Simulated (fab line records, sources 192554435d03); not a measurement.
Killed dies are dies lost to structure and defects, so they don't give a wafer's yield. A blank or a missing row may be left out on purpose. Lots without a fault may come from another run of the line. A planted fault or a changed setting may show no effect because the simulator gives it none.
Chamber matching | flow n5_finfet | N5_SDB_STRIP_21 on rie_diel-01: 4 sister chambers
The step strips in CF4. 8 wafers are shown with their chamber, then 8 later ones without.

WAFERS WITH THEIR CHAMBER
wafer  | chamber | drypump_motor_current_A (A) | throttle_valve_pct (%)
L076.3 | 1       | 5.7                         | 14.19
L077.6 | 3       | 5.7                         | 13.85
L080.5 | 0       | 6.0                         | 13.78
L086.3 | 1       | 5.7                         | 13.63
L086.6 | 3       | 5.7                         | 13.91
L089.2 | 0       | 6.0                         | 13.80
L089.5 | 2       | 5.1                         | 13.21
L090.1 | 2       | 5.2                         | 13.22

WAFERS WITHOUT THEIR CHAMBER
wafer  | drypump_motor_current_A (A) | throttle_valve_pct (%)
L090.2 | 6.0                         | 13.81
L090.3 | 5.7                         | 13.67
L092.1 | 5.2                         | 13.24
L092.3 | 6.1                         | 13.81
L092.4 | 5.7                         | 13.66
L097.2 | 5.7                         | 13.69
L097.5 | 5.2                         | 13.26
L097.6 | 5.7                         | 13.98

WHICH CHAMBER EACH WENT THROUGH
wafer  | from the rows above     | in truth
L090.2 | 0                       | 0
L090.3 | can't be placed: 3 or 1 | 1
L092.1 | 2                       | 2
L092.3 | 0                       | 0
L092.4 | can't be placed: 3 or 1 | 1
L097.2 | can't be placed: 3 or 1 | 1
L097.5 | 2                       | 2
L097.6 | can't be placed: 1 or 3 | 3
Placed correctly: 4 of 8. Can't be placed from these rows: 4 (the true chamber is among the candidates in 4). Placed wrongly: 0.
How it was worked out, from the rows above alone: a wafer's distance from a chamber is the root of the sum, over the readings, of the square of ((its reading less the chamber's mean) divided by the reading's scatter). The wafer belongs to the nearest chamber; if the next one is less than 2 further off, it can't be placed. A chamber's mean is the mean of its shown wafers. The scatter: the root of (the sum of the squares of (reading less its chamber's mean) over the shown wafers, divided by (wafers less chambers)).
